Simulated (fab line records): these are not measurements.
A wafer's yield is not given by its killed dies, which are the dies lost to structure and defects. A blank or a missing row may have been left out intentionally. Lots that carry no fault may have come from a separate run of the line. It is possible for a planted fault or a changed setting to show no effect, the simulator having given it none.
Which tool did it? || flow nand_harc || 13 lots, 39 wafers sampled, at 5 steps of a route of 1159

== WHAT THE GAUGES READ, wafer by wafer ==
NHARC_P_M2_INSPECT_11. Usual: raw_defect_count at 4.3, with a standard deviation of 2.7.
{"lot": "L336", "measured": "day 6 04:50", "on": "defect_inspect-02", "raw_defect_count": "1 0 1", "flag": ""}
{"lot": "L339", "measured": "day 6 21:52", "on": "defect_inspect-01", "raw_defect_count": "4 8 1", "flag": ""}
{"lot": "L341", "measured": "day 7 15:35", "on": "defect_inspect-01", "raw_defect_count": "5 7 4", "flag": ""}
{"lot": "L342", "measured": "day 7 19:18", "on": "defect_inspect-02", "raw_defect_count": "4 1 3", "flag": ""}
{"lot": "L343", "measured": "day 7 20:08", "on": "defect_inspect-02", "raw_defect_count": "2 3 3", "flag": ""}
{"lot": "L346", "measured": "day 8 14:00", "on": "defect_inspect-01", "raw_defect_count": "0 2 0", "flag": ""}
{"lot": "L350", "measured": "day 9 23:14", "on": "defect_inspect-01", "raw_defect_count": "1 6 5", "flag": ""}
{"lot": "L352", "measured": "day 10 03:44", "on": "defect_inspect-02", "raw_defect_count": "7 9 5", "flag": ""}
{"lot": "L353", "measured": "day 10 10:07", "on": "defect_inspect-02", "raw_defect_count": "2 3 1", "flag": ""}
{"lot": "L354", "measured": "day 10 10:50", "on": "defect_inspect-01", "raw_defect_count": "4 8 13", "flag": ""}
{"lot": "L356", "measured": "day 11 08:58", "on": "defect_inspect-01", "raw_defect_count": "2 2 5", "flag": ""}
{"lot": "L355", "measured": "day 11 09:35", "on": "defect_inspect-01", "raw_defect_count": "8 6 3", "flag": ""}
{"lot": "L358", "measured": "day 11 12:34", "on": "defect_inspect-01", "raw_defect_count": "1 4 3", "flag": ""}

NHARC_END_SORT_01. Usual: defect_limited_yield 95.8 %, standard deviation 1.3; killed_at_array 24, standard deviation 8.7; killed_at_other 0.8, standard deviation 1.2; killed_at_periphery 3.6, standard deviation 2.3; killed_dies 28, standard deviation 8.9; killed_open 3.2, standard deviation 1.9; killed_short 2.0, standard deviation 1.6; sort_bin_2_pct 1.3 %, standard deviation 0.57; sort_bin_3_pct 0.22 %, standard deviation 0.19; sort_bin_4_pct 2.7 %, standard deviation 0.89; sort_n_pass 649, standard deviation 8.9; sort_rim_yield_pct 95 %, standard deviation 3.1; sort_yield_pct 95.8 %, standard deviation 1.3.
{"lot": "L341", "measured": "day 21 07:55", "on": "prober-01", "defect_limited_yield (%)": "0 0 0", "killed_at_array": "35 26 28", "killed_at_other": "1 1 1", "killed_at_periphery": "641 650 648", "killed_dies": "677 677 677", "killed_open": "1 3 2", "killed_short": "2 1 2", "sort_bin_2_pct (%)": "96.9 96.0 97.3", "sort_bin_3_pct (%)": "0.15 0.30 0.15", "sort_bin_4_pct (%)": "3.0 3.7 2.5", "sort_n_pass": "0 0 0", "sort_rim_yield_pct (%)": "0 0 0", "sort_yield_pct (%)": "0 0 0", "flag": "OFF"}
{"lot": "L342", "measured": "day 22 00:25", "on": "prober-01", "defect_limited_yield (%)": "0 0 0", "killed_at_array": "24 26 25", "killed_at_other": "3 1 0", "killed_at_periphery": "650 650 652", "killed_dies": "677 677 677", "killed_open": "4 2 2", "killed_short": "2 3 2", "sort_bin_2_pct (%)": "96.9 97.3 97.3", "sort_bin_3_pct (%)": "0.44 0.15 0.15", "sort_bin_4_pct (%)": "2.7 2.5 2.5", "sort_n_pass": "0 0 0", "sort_rim_yield_pct (%)": "0 0 0", "sort_yield_pct (%)": "0 0 0", "flag": "OFF"}
{"lot": "L343", "measured": "day 21 01:08", "on": "prober-02", "defect_limited_yield (%)": "0 0 0", "killed_at_array": "16 18 17", "killed_at_other": "0 0 0", "killed_at_periphery": "661 659 660", "killed_dies": "677 677 677", "killed_open": "4 6 4", "killed_short": "4 2 2", "sort_bin_2_pct (%)": "98.2 97.3 98.5", "sort_bin_3_pct (%)": "0.15 0.15 0.15", "sort_bin_4_pct (%)": "1.6 2.5 1.3", "sort_n_pass": "0 0 0", "sort_rim_yield_pct (%)": "0 0 0", "sort_yield_pct (%)": "0 0 0", "flag": "OFF"}
{"lot": "L346", "measured": "day 21 16:42", "on": "prober-01", "defect_limited_yield (%)": "94.7 95.1 93.5", "killed_at_array": "32 28 39", "killed_at_other": "0 0 0", "killed_at_periphery": "4 5 5", "killed_dies": "36 33 44", "killed_open": "3 4 1", "killed_short": "0 2 0", "sort_bin_2_pct (%)": "1.5 1.5 2.1", "sort_bin_3_pct (%)": "0.59 0.89 0.30", "sort_bin_4_pct (%)": "3.2 2.5 4.1", "sort_n_pass": "641 644 633", "sort_rim_yield_pct (%)": "92 90 84", "sort_yield_pct (%)": "94.7 95.1 93.5", "flag": ""}
{"lot": "L350", "measured": "day 24 03:30", "on": "prober-01", "defect_limited_yield (%)": 93.5, "killed_at_array": 42, "killed_at_other": 1, "killed_at_periphery": 1, "killed_dies": 44, "killed_open": 3, "killed_short": 0, "sort_bin_2_pct (%)": 1.6, "sort_bin_3_pct (%)": 0.59, "sort_bin_4_pct (%)": 4.3, "sort_n_pass": 633, "sort_rim_yield_pct (%)": 97, "sort_yield_pct (%)": 93.5, "flag": ""}
{"lot": "L352", "measured": "day 24 10:40", "on": "prober-02", "defect_limited_yield (%)": 95.6, "killed_at_array": 21, "killed_at_other": 0, "killed_at_periphery": 9, "killed_dies": 30, "killed_open": 3, "killed_short": 1, "sort_bin_2_pct (%)": 1.8, "sort_bin_3_pct (%)": 0, "sort_bin_4_pct (%)": 2.7, "sort_n_pass": 647, "sort_rim_yield_pct (%)": 94, "sort_yield_pct (%)": 95.6, "flag": ""}
{"lot": "L354", "measured": "day 24 20:44", "on": "prober-01", "defect_limited_yield (%)": 97.3, "killed_at_array": 12, "killed_at_other": 1, "killed_at_periphery": 5, "killed_dies": 18, "killed_open": 2, "killed_short": 2, "sort_bin_2_pct (%)": 0.7, "sort_bin_3_pct (%)": 0.15, "sort_bin_4_pct (%)": 1.8, "sort_n_pass": 659, "sort_rim_yield_pct (%)": 97, "sort_yield_pct (%)": 97.3, "flag": ""}
{"lot": "L355", "measured": "day 25 02:13", "on": "prober-02", "defect_limited_yield (%)": "96.2 95.9 95.3", "killed_at_array": "21 24 29", "killed_at_other": "0 1 0", "killed_at_periphery": "5 3 3", "killed_dies": "26 28 32", "killed_open": "1 3 4", "killed_short": "1 1 1", "sort_bin_2_pct (%)": "1.5 1.3 1.0", "sort_bin_3_pct (%)": "0 0.15 0.44", "sort_bin_4_pct (%)": "2.4 2.7 3.2", "sort_n_pass": "651 649 645", "sort_rim_yield_pct (%)": "92 94 92", "sort_yield_pct (%)": "96.2 95.9 95.3", "flag": ""}

== TOOL THAT RAN EACH LOT (tool first, then ch and the chambers of the sampled wafers, then the start) ==
{"lot": "L336", "NHARC_P_M2_PVD_20": "pvd_sputter-02, day 6 06:59 or earlier", "NHARC_P_M2_CMP_23": "cmp-03 ch 2,3, day 6 06:59", "NHARC_P_BONDPAD_DEP_00": "pecvd-02 ch 0,1,2, day 6 08:00"}
{"lot": "L339", "NHARC_P_M2_PVD_20": "pvd_sputter-03, day 7 00:10 or earlier", "NHARC_P_M2_CMP_23": "cmp-01 ch 0,1,2, day 7 00:10", "NHARC_P_BONDPAD_DEP_00": "pecvd-04 ch 0,2, day 7 01:10"}
{"lot": "L341", "NHARC_P_M2_PVD_20": "pvd_sputter-02, day 7 17:47 or earlier", "NHARC_P_M2_CMP_23": "cmp-04 ch 1,2,3, day 7 17:47", "NHARC_P_BONDPAD_DEP_00": "pecvd-04 ch 1,2, day 7 18:50"}
{"lot": "L342", "NHARC_P_M2_PVD_20": "pvd_sputter-03, day 7 21:33 or earlier", "NHARC_P_M2_CMP_23": "cmp-01 ch 2,3, day 7 21:33", "NHARC_P_BONDPAD_DEP_00": "pecvd-04 ch 0,1, day 7 22:41"}
{"lot": "L343", "NHARC_P_M2_PVD_20": "pvd_sputter-03, day 7 22:22 or earlier", "NHARC_P_M2_CMP_23": "cmp-01 ch 0,2, day 7 22:22", "NHARC_P_BONDPAD_DEP_00": "pecvd-01 ch 1,2, day 7 23:22"}
{"lot": "L346", "NHARC_P_M2_PVD_20": "pvd_sputter-03, day 8 16:17 or earlier", "NHARC_P_M2_CMP_23": "cmp-03 ch 2,3, day 8 16:17", "NHARC_P_BONDPAD_DEP_00": "pecvd-01 ch 0,1, day 8 17:18"}
{"lot": "L350", "NHARC_P_M2_PVD_20": "pvd_sputter-03, day 10 01:28 or earlier", "NHARC_P_M2_CMP_23": "cmp-01 ch 0,1,2, day 10 01:28", "NHARC_P_BONDPAD_DEP_00": "pecvd-02 ch 0,1, day 10 02:29"}
{"lot": "L352", "NHARC_P_M2_PVD_20": "pvd_sputter-01, day 10 05:59 or earlier", "NHARC_P_M2_CMP_23": "cmp-04 ch 0,2,3, day 10 05:59", "NHARC_P_BONDPAD_DEP_00": "pecvd-02 ch 0,2, day 10 07:01"}
{"lot": "L353", "NHARC_P_M2_PVD_20": "pvd_sputter-03, day 10 12:20 or earlier", "NHARC_P_M2_CMP_23": "cmp-03 ch 1,2,3, day 10 12:20", "NHARC_P_BONDPAD_DEP_00": "pecvd-01 ch 0,1, day 10 13:18"}
{"lot": "L354", "NHARC_P_M2_PVD_20": "pvd_sputter-02, day 10 13:03 or earlier", "NHARC_P_M2_CMP_23": "cmp-01 ch 0,2, day 10 13:03", "NHARC_P_BONDPAD_DEP_00": "pecvd-01 ch 0,2, day 10 14:03"}
{"lot": "L356", "NHARC_P_M2_PVD_20": "pvd_sputter-03, day 11 11:10 or earlier", "NHARC_P_M2_CMP_23": "cmp-04 ch 0,1, day 11 11:10", "NHARC_P_BONDPAD_DEP_00": "pecvd-01 ch 0,1, day 11 12:11"}
{"lot": "L355", "NHARC_P_M2_PVD_20": "pvd_sputter-02, day 11 11:49 or earlier", "NHARC_P_M2_CMP_23": "cmp-01 ch 1,2,3, day 11 11:49", "NHARC_P_BONDPAD_DEP_00": "pecvd-02 ch 1,2, day 11 12:58"}
{"lot": "L358", "NHARC_P_M2_PVD_20": "pvd_sputter-03, day 11 14:50 or earlier", "NHARC_P_M2_CMP_23": "cmp-04 ch 0,2,3, day 11 14:50", "NHARC_P_BONDPAD_DEP_00": "pecvd-01 ch 0,1,2, day 11 15:47"}
- NHARC_P_M2_PVD_20: deposits TaN, target thk 5 nm, time 8.06 s.
- NHARC_P_M2_CMP_23: polishes, t overpolish 20 s, target thk 144.3 nm.
- NHARC_P_BONDPAD_DEP_00: deposits SiCN, target thk 250 nm.

== WHAT THE TOOLS THEMSELVES READ (means of the sampled wafers that have a number; where no wafer has one, the mark that the record gives instead) ==
NHARC_P_M2_PVD_20. Usual: throttle_valve_pct at 30.4 %, with a standard deviation of 1.2.
{"lot": "L336", "tool": "pvd_sputter-02", "throttle_valve_pct (%)": 30.6, "flag": ""}
{"lot": "L339", "tool": "pvd_sputter-03", "throttle_valve_pct (%)": 31.0, "flag": ""}
{"lot": "L341", "tool": "pvd_sputter-02", "throttle_valve_pct (%)": 30.6, "flag": ""}
{"lot": "L342", "tool": "pvd_sputter-03", "throttle_valve_pct (%)": 31.2, "flag": ""}
{"lot": "L343", "tool": "pvd_sputter-03", "throttle_valve_pct (%)": 30.4, "flag": ""}
{"lot": "L346", "tool": "pvd_sputter-03", "throttle_valve_pct (%)": 31.2, "flag": ""}
{"lot": "L350", "tool": "pvd_sputter-03", "throttle_valve_pct (%)": 30.7, "flag": ""}
{"lot": "L352", "tool": "pvd_sputter-01", "throttle_valve_pct (%)": 30.7, "flag": ""}
{"lot": "L353", "tool": "pvd_sputter-03", "throttle_valve_pct (%)": 29.8, "flag": ""}
{"lot": "L354", "tool": "pvd_sputter-02", "throttle_valve_pct (%)": 31.9, "flag": ""}
{"lot": "L356", "tool": "pvd_sputter-03", "throttle_valve_pct (%)": 30.3, "flag": ""}
{"lot": "L355", "tool": "pvd_sputter-02", "throttle_valve_pct (%)": 30.1, "flag": ""}
{"lot": "L358", "tool": "pvd_sputter-03", "throttle_valve_pct (%)": 30.0, "flag": ""}

NHARC_P_M2_CMP_23. Usual: motor_current_A 11.8 A, standard deviation 0.77; time_to_endpoint_s 28.1 s, standard deviation 2.6.
{"lot": "L336", "tool": "cmp-03", "motor_current_A (A)": 11.9, "time_to_endpoint_s (s)": 29.9, "flag": ""}
{"lot": "L339", "tool": "cmp-01", "motor_current_A (A)": 12.0, "time_to_endpoint_s (s)": 27.2, "flag": ""}
{"lot": "L341", "tool": "cmp-04", "motor_current_A (A)": 12.3, "time_to_endpoint_s (s)": 26.6, "flag": ""}
{"lot": "L342", "tool": "cmp-01", "motor_current_A (A)": 11.9, "time_to_endpoint_s (s)": 29.4, "flag": ""}
{"lot": "L343", "tool": "cmp-01", "motor_current_A (A)": 11.5, "time_to_endpoint_s (s)": 25.9, "flag": ""}
{"lot": "L346", "tool": "cmp-03", "motor_current_A (A)": 11.9, "time_to_endpoint_s (s)": 27.1, "flag": ""}
{"lot": "L350", "tool": "cmp-01", "motor_current_A (A)": 11.7, "time_to_endpoint_s (s)": 29.0, "flag": ""}
{"lot": "L352", "tool": "cmp-04", "motor_current_A (A)": 12.3, "time_to_endpoint_s (s)": 30.1, "flag": ""}
{"lot": "L353", "tool": "cmp-03", "motor_current_A (A)": 12.0, "time_to_endpoint_s (s)": 25.2, "flag": ""}
{"lot": "L354", "tool": "cmp-01", "motor_current_A (A)": 11.8, "time_to_endpoint_s (s)": 24.0, "flag": ""}
{"lot": "L356", "tool": "cmp-04", "motor_current_A (A)": 12.1, "time_to_endpoint_s (s)": 25.9, "flag": ""}
{"lot": "L355", "tool": "cmp-01", "motor_current_A (A)": 12.0, "time_to_endpoint_s (s)": 28.8, "flag": ""}
{"lot": "L358", "tool": "cmp-04", "motor_current_A (A)": 12.5, "time_to_endpoint_s (s)": 29.2, "flag": ""}

NHARC_P_BONDPAD_DEP_00. Usual: chamber_pressure_Torr 3.000 Torr, standard deviation 0.0061; heater_power_outer_w 322 W, standard deviation 65; heater_power_w 578 W, standard deviation 89.
{"lot": "L336", "tool": "pecvd-02", "chamber_pressure_Torr (Torr)": 2.996, "heater_power_outer_w (W)": 334, "heater_power_w (W)": 579, "flag": ""}
{"lot": "L339", "tool": "pecvd-04", "chamber_pressure_Torr (Torr)": 3.001, "heater_power_outer_w (W)": 235, "heater_power_w (W)": 430, "flag": ""}
{"lot": "L341", "tool": "pecvd-04", "chamber_pressure_Torr (Torr)": "-", "heater_power_outer_w (W)": "-", "heater_power_w (W)": "-", "flag": "OFF"}
{"lot": "L342", "tool": "pecvd-04", "chamber_pressure_Torr (Torr)": "-", "heater_power_outer_w (W)": "-", "heater_power_w (W)": "-", "flag": "OFF"}
{"lot": "L343", "tool": "pecvd-01", "chamber_pressure_Torr (Torr)": "-", "heater_power_outer_w (W)": "-", "heater_power_w (W)": "-", "flag": "OFF"}
{"lot": "L346", "tool": "pecvd-01", "chamber_pressure_Torr (Torr)": 3.001, "heater_power_outer_w (W)": 378, "heater_power_w (W)": 678, "flag": ""}
{"lot": "L350", "tool": "pecvd-02", "chamber_pressure_Torr (Torr)": 3.000, "heater_power_outer_w (W)": 328, "heater_power_w (W)": 583, "flag": ""}
{"lot": "L352", "tool": "pecvd-02", "chamber_pressure_Torr (Torr)": 3.005, "heater_power_outer_w (W)": 315, "heater_power_w (W)": 547, "flag": ""}
{"lot": "L353", "tool": "pecvd-01", "chamber_pressure_Torr (Torr)": 2.996, "heater_power_outer_w (W)": 374, "heater_power_w (W)": 647, "flag": ""}
{"lot": "L354", "tool": "pecvd-01", "chamber_pressure_Torr (Torr)": 3.000, "heater_power_outer_w (W)": 319, "heater_power_w (W)": 611, "flag": ""}
{"lot": "L356", "tool": "pecvd-01", "chamber_pressure_Torr (Torr)": 3.001, "heater_power_outer_w (W)": 371, "heater_power_w (W)": 651, "flag": ""}
{"lot": "L355", "tool": "pecvd-02", "chamber_pressure_Torr (Torr)": 3.000, "heater_power_outer_w (W)": 322, "heater_power_w (W)": 538, "flag": ""}
{"lot": "L358", "tool": "pecvd-01", "chamber_pressure_Torr (Torr)": 3.005, "heater_power_outer_w (W)": 321, "heater_power_w (W)": 580, "flag": ""}

== THE ANSWER, worked out from the rows above alone ==
Rule: take the mean of a lot's wafers that have a number; if it is more than 3 standard deviations from the usual mean, the lot is off. Also off: a lot with no number at a reading for which 4 or more lots have one. Any other lot the step has rows for is counted as sound. Order of review: gauges by route order, followed by the tools' own readings, for which a lot's mean as printed above is used. At the first step where some lot is off, the reading lying furthest off is the one used; lots without a number count as furthest.
Off at NHARC_END_SORT_01 (killed_at_periphery): L341, L342, L343. Neither off nor sound, because the step has no rows for them: L336, L339, L353, L356, L358.
A tool fits if, at a process step before that reading, it ran every lot that is off, and no sound lot after the first of them. Not tried: the gauges at NHARC_END_SORT_01; whatever is off there is also off at NHARC_P_BONDPAD_DEP_00, on other tools, and gauge error can't account for it. NHARC_P_M2_PVD_20 gives no start for some lots, so the hours and the order of its lots are those of NHARC_P_M2_CMP_23. Not one of the candidates tried fits.

== WHAT THE SIMULATOR HAD PUT IN ==
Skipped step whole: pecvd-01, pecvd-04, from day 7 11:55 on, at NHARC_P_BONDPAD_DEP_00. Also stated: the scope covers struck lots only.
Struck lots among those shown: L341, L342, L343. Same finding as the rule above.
